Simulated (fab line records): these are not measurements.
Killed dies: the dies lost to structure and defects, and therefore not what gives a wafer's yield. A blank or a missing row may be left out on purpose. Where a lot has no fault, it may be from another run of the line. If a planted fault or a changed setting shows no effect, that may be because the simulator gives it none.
Which tool did it? -- flow nand harc -- 24 lots, 72 wafers sampled, at 6 steps of a route of 1302

== WHAT THE GAUGES READ, wafer by wafer ==
The record lacks any reading of a measuring or inspecting step that a usual standard deviation could be used to judge.

== WHAT TOOL EACH LOT RAN ON (gives the tool, then ch and the chambers of the sampled wafers, and finally the start) ==
lot,NHARC_P_CONTACT_DEGAS_38,NHARC_P_M0_PVD_21,NHARC_P_M0_PRE_CLEAN_31,NHARC_P_M1_DEGAS_29,NHARC_P_M1_PRE_CLEAN_30,NHARC_P_M1_PVD_20
L075,"pvd sputter-02, day 6 02:01","pvd sputter-01, day 6 07:10 or earlier","pecvd-04 ch 1,2, day 6 07:10","pvd sputter-03, day 6 09:34","pvd sputter-03, no start","pvd sputter-03, no start"
L074,"pvd sputter-01, day 6 02:38","pvd sputter-03, day 6 07:47 or earlier","pecvd-01 ch 1,2, day 6 07:47","pvd sputter-01, day 6 10:21","pvd sputter-01, no start","pvd sputter-01, no start"
L076,"pvd sputter-02, day 6 16:25","pvd sputter-01, day 6 21:25 or earlier","pecvd-04 ch 0,1, day 6 21:25","pvd sputter-01, day 6 23:56","pvd sputter-01, no start","pvd sputter-01, no start"
L077,"pvd sputter-03, day 7 03:47","pvd sputter-01, day 7 09:15 or earlier","pecvd-02 ch 0,1, day 7 09:15","pvd sputter-02, day 7 11:47","pvd sputter-02, no start","pvd sputter-02, no start"
L078,"pvd sputter-03, day 7 12:03","pvd sputter-03, day 7 17:04 or earlier","pecvd-01 ch 0,1, day 7 17:04","pvd sputter-01, day 7 19:28","pvd sputter-01, no start","pvd sputter-01, no start"
L079,"pvd sputter-01, day 8 00:35","pvd sputter-02, day 8 05:51 or earlier","pecvd-01 ch 0,1,2, day 8 05:51","pvd sputter-02, day 8 08:23","pvd sputter-02, no start","pvd sputter-02, no start"
L080,"pvd sputter-02, day 8 09:55","pvd sputter-01, day 8 14:56 or earlier","pecvd-02 ch 0,1,2, day 8 14:56","pvd sputter-03, day 8 17:55","pvd sputter-03, no start","pvd sputter-03, no start"
L081,"pvd sputter-01, day 8 22:05","pvd sputter-01, day 9 03:24 or earlier","pecvd-02 ch 1,2, day 9 03:24","pvd sputter-02, day 9 05:57","pvd sputter-02, no start","pvd sputter-02, no start"
L082,"pvd sputter-01, day 9 13:07","pvd sputter-03, day 9 18:18 or earlier","pecvd-04 ch 0,1,2, day 9 18:18","pvd sputter-02, day 9 20:48","pvd sputter-02, no start","pvd sputter-02, no start"
L083,"pvd sputter-01, day 9 21:38","pvd sputter-03, day 10 02:40 or earlier","pecvd-02 ch 0,1,2, day 10 02:40","pvd sputter-01, day 10 05:16","pvd sputter-01, no start","pvd sputter-01, no start"
L084,"pvd sputter-03, day 10 07:10","pvd sputter-03, day 10 12:25 or earlier","pecvd-01 ch 0,1,2, day 10 12:25","pvd sputter-02, day 10 14:59","pvd sputter-02, no start","pvd sputter-02, no start"
L085,"pvd sputter-03, day 10 16:10","pvd sputter-03, day 10 21:34 or earlier","pecvd-01 ch 0,1,2, day 10 21:34","pvd sputter-01, day 11 00:17","pvd sputter-01, no start","pvd sputter-01, no start"
L086,"pvd sputter-02, day 10 18:38","pvd sputter-01, day 10 23:47 or earlier","pecvd-04 ch 0,1,2, day 10 23:47","pvd sputter-03, day 11 02:21","pvd sputter-03, no start","pvd sputter-03, no start"
L087,"pvd sputter-01, day 12 02:21","pvd sputter-02, day 12 07:32 or earlier","pecvd-01 ch 0,1,2, day 12 07:32","pvd sputter-03, day 12 10:04","pvd sputter-03, no start","pvd sputter-03, no start"
L089,"pvd sputter-03, day 12 03:02","pvd sputter-01, day 12 08:10 or earlier","pecvd-01 ch 1,2, day 12 08:10","pvd sputter-02, day 12 10:38","pvd sputter-02, no start","pvd sputter-02, no start"
L088,"pvd sputter-01, day 12 05:19","pvd sputter-02, day 12 10:37 or earlier","pecvd-02 ch 1,2, day 12 10:37","pvd sputter-02, day 12 13:02","pvd sputter-02, no start","pvd sputter-02, no start"
L090,"pvd sputter-02, day 12 16:44","pvd sputter-03, day 12 22:19 or earlier","pecvd-02 ch 0,2, day 12 22:19","pvd sputter-03, day 13 00:44","pvd sputter-03, no start","pvd sputter-03, no start"
L091,"pvd sputter-01, day 12 20:45","pvd sputter-01, day 13 01:55 or earlier","pecvd-04 ch 1,2, day 13 01:55","pvd sputter-02, day 13 04:19","pvd sputter-02, no start","pvd sputter-02, no start"
L092,"pvd sputter-02, day 13 14:55","pvd sputter-02, day 13 20:16 or earlier","pecvd-04 ch 0,1,2, day 13 20:16","pvd sputter-03, day 13 22:46","pvd sputter-03, no start","pvd sputter-03, no start"
L093,"pvd sputter-01, day 13 19:04","pvd sputter-01, day 14 00:13 or earlier","pecvd-02 ch 0,2, day 14 00:13","pvd sputter-02, day 14 02:43","pvd sputter-02, no start","pvd sputter-02, no start"
L094,"pvd sputter-01, day 14 06:52","pvd sputter-01, day 14 10:34","pecvd-02 ch 0,1, day 14 12:10","pvd sputter-02, day 14 14:40","pvd sputter-02, no start","pvd sputter-02, no start"
L095,"pvd sputter-01, day 14 14:59","pvd sputter-02, day 14 20:06 or earlier","pecvd-01 ch 0,1,2, day 14 20:06","pvd sputter-01, day 14 22:38","pvd sputter-01, no start","pvd sputter-01, no start"
L096,"pvd sputter-02, day 15 04:06","pvd sputter-01, day 15 09:58 or earlier","pecvd-02 ch 0,1,2, day 15 09:58","pvd sputter-02, day 15 12:34","pvd sputter-02, no start","pvd sputter-02, no start"
L097,"pvd sputter-03, day 15 07:41","pvd sputter-03, day 15 13:10 or earlier","pecvd-01 ch 1,2, day 15 13:10","pvd sputter-01, day 15 15:42","pvd sputter-01, no start","pvd sputter-01, no start"
- NHARC_P_CONTACT_DEGAS_38: time 60 s.
- NHARC_P_M0_PVD_21: deposits Cu, target thk 30 nm, time 20.49 s.
- NHARC_P_M0_PRE_CLEAN_31: time 12 s.
- NHARC_P_M1_DEGAS_29: time 60 s.
- NHARC_P_M1_PRE_CLEAN_30: time 30 s.
- NHARC_P_M1_PVD_20: deposits TaN, target thk 5 nm, time 8.06 s.

== AS READ BY THE TOOLS THEMSELVES (means over the sampled wafers that have a number; for cases with no such wafer, the mark the record gives instead) ==
NHARC_P_CONTACT_DEGAS_38. Usual: heater power w at 443 W, with a standard deviation of 33.
lot,tool,heater power w (W),flag
L075,pvd sputter-02,478,
L074,pvd sputter-01,454,
L076,pvd sputter-02,473,
L077,pvd sputter-03,431,
L078,pvd sputter-03,430,
L079,pvd sputter-01,467,
L080,pvd sputter-02,473,
L081,pvd sputter-01,462,
L082,pvd sputter-01,460,
L083,pvd sputter-01,469,
L084,pvd sputter-03,433,
L085,pvd sputter-03,418,
L086,pvd sputter-02,458,
L087,pvd sputter-01,416,
L089,pvd sputter-03,439,
L088,pvd sputter-01,452,
L090,pvd sputter-02,466,
L091,pvd sputter-01,423,
L092,pvd sputter-02,453,
L093,pvd sputter-01,418,
L094,pvd sputter-01,420,
L095,pvd sputter-01,408,
L096,pvd sputter-02,432,
L097,pvd sputter-03,466,

NHARC_P_M0_PVD_21. Usual: substrate temp c 30.00 C, standard deviation 0.11; throttle valve pct 29.9 %, standard deviation 1.2.
lot,tool,substrate temp c (C),throttle valve pct (%),flag
L075,pvd sputter-01,29.99,28.7,
L074,pvd sputter-03,30.04,29.8,
L076,pvd sputter-01,30.10,28.7,
L077,pvd sputter-01,29.93,28.5,
L078,pvd sputter-03,29.96,29.4,
L079,pvd sputter-02,30.19,30.8,
L080,pvd sputter-01,29.84,29.4,
L081,pvd sputter-01,29.99,29.9,
L082,pvd sputter-03,30.01,30.5,
L083,pvd sputter-03,29.98,30.8,
L084,pvd sputter-03,29.97,30.3,
L085,pvd sputter-03,29.96,30.1,
L086,pvd sputter-01,29.99,29.0,
L087,pvd sputter-02,30.02,30.5,
L089,pvd sputter-01,30.12,28.8,
L088,pvd sputter-02,30.08,30.8,
L090,pvd sputter-03,29.95,30.2,
L091,pvd sputter-01,29.91,29.8,
L092,pvd sputter-02,29.95,30.8,
L093,pvd sputter-01,30.11,29.4,
L094,pvd sputter-01,29.97,28.9,
L095,pvd sputter-02,30.01,30.8,
L096,pvd sputter-01,29.92,29.7,
L097,pvd sputter-03,30.08,30.3,

NHARC_P_M0_PRE_CLEAN_31. Usual: heater power w 613 W, standard deviation 73; rf fwd power W 292.5 W, standard deviation 0.86.
lot,tool,heater power w (W),rf fwd power W (W),flag
L075,pecvd-04,708,292.7,
L074,pecvd-01,613,293.3,
L076,pecvd-04,689,291.7,
L077,pecvd-02,586,292.0,
L078,pecvd-01,607,292.0,
L079,pecvd-01,601,292.6,
L080,pecvd-02,548,292.0,
L081,pecvd-02,613,292.8,
L082,pecvd-04,722,292.8,
L083,pecvd-02,562,293.1,
L084,pecvd-01,601,292.0,
L085,pecvd-01,631,292.5,
L086,pecvd-04,728,291.8,
L087,pecvd-01,648,292.1,
L089,pecvd-01,550,292.2,
L088,pecvd-02,593,292.7,
L090,pecvd-02,536,292.7,
L091,pecvd-04,633,293.1,
L092,pecvd-04,696,292.9,
L093,pecvd-02,561,292.4,
L094,pecvd-02,539,292.9,
L095,pecvd-01,600,292.6,
L096,pecvd-02,551,292.7,
L097,pecvd-01,598,292.6,

NHARC_P_M1_DEGAS_29. Usual: heater power w at 319 W, with a standard deviation of 24.
lot,tool,heater power w (W),flag
L075,pvd sputter-03,309,
L074,pvd sputter-01,330,
L076,pvd sputter-01,338,
L077,pvd sputter-02,324,
L078,pvd sputter-01,328,
L079,pvd sputter-02,320,
L080,pvd sputter-03,293,
L081,pvd sputter-02,311,
L082,pvd sputter-02,336,
L083,pvd sputter-01,326,
L084,pvd sputter-02,330,
L085,pvd sputter-01,307,
L086,pvd sputter-03,309,
L087,pvd sputter-03,315,
L089,pvd sputter-02,341,
L088,pvd sputter-02,320,
L090,pvd sputter-03,304,
L091,pvd sputter-02,330,
L092,pvd sputter-03,315,
L093,pvd sputter-02,325,
L094,pvd sputter-02,318,
L095,pvd sputter-01,303,
L096,pvd sputter-02,335,
L097,pvd sputter-01,285,

NHARC_P_M1_PRE_CLEAN_30. Usual: heater power w at 391 W, with a standard deviation of 30.
lot,tool,heater power w (W),flag
L075,pvd sputter-03,374,
L074,pvd sputter-01,386,
L076,pvd sputter-01,381,
L077,pvd sputter-02,417,
L078,pvd sputter-01,400,
L079,pvd sputter-02,421,
L080,pvd sputter-03,382,
L081,pvd sputter-02,408,
L082,pvd sputter-02,413,
L083,pvd sputter-01,407,
L084,pvd sputter-02,421,
L085,pvd sputter-01,374,
L086,pvd sputter-03,386,
L087,pvd sputter-03,409,
L089,pvd sputter-02,409,
L088,pvd sputter-02,416,
L090,pvd sputter-03,401,
L091,pvd sputter-02,413,
L092,pvd sputter-03,392,
L093,pvd sputter-02,393,
L094,pvd sputter-02,388,
L095,pvd sputter-01,356,
L096,pvd sputter-02,376,
L097,pvd sputter-01,374,

NHARC_P_M1_PVD_20. Usual: substrate temp c 50.01 C, standard deviation 0.11; throttle valve pct 30.2 %, standard deviation 1.2.
lot,tool,substrate temp c (C),throttle valve pct (%),flag
L075,pvd sputter-03,50.03,29.7,
L074,pvd sputter-01,50.02,28.4,
L076,pvd sputter-01,49.95,28.4,
L077,pvd sputter-02,50.04,31.1,
L078,pvd sputter-01,50.03,30.4,
L079,pvd sputter-02,49.96,31.1,
L080,pvd sputter-03,50.01,29.9,
L081,pvd sputter-02,49.93,31.3,
L082,pvd sputter-02,50.03,30.3,
L083,pvd sputter-01,49.97,29.1,
L084,pvd sputter-02,50.00,30.3,
L085,pvd sputter-01,50.08,29.7,
L086,pvd sputter-03,50.09,30.5,
L087,pvd sputter-03,49.92,30.5,
L089,pvd sputter-02,50.01,30.7,
L088,pvd sputter-02,49.88,30.2,
L090,pvd sputter-03,50.08,30.2,
L091,pvd sputter-02,49.96,30.9,
L092,pvd sputter-03,50.03,30.0,
L093,pvd sputter-02,49.96,30.9,
L094,pvd sputter-02,49.98,30.6,
L095,pvd sputter-01,49.99,28.3,
L096,pvd sputter-02,50.02,31.3,
L097,pvd sputter-01,49.97,29.8,

== THE ANSWER, worked out from the rows above alone ==
Rule: a lot is off if the mean of its wafers that have a number lies more than 3 standard deviations from the usual mean. A lot without any number at a reading at which 4 lots or more have one is off too. Any other lot the step has rows for is counted as sound. After the gauges, taken in route order, come the tools' own readings; for these a lot's mean is taken, as printed above. At the first step where some lot is off, the reading lying furthest off is the one used; lots without a number count as furthest.
None of the lots is off at any reading shown; this tells nothing.

== WHAT HAD BEEN PUT IN BY THE SIMULATOR ==
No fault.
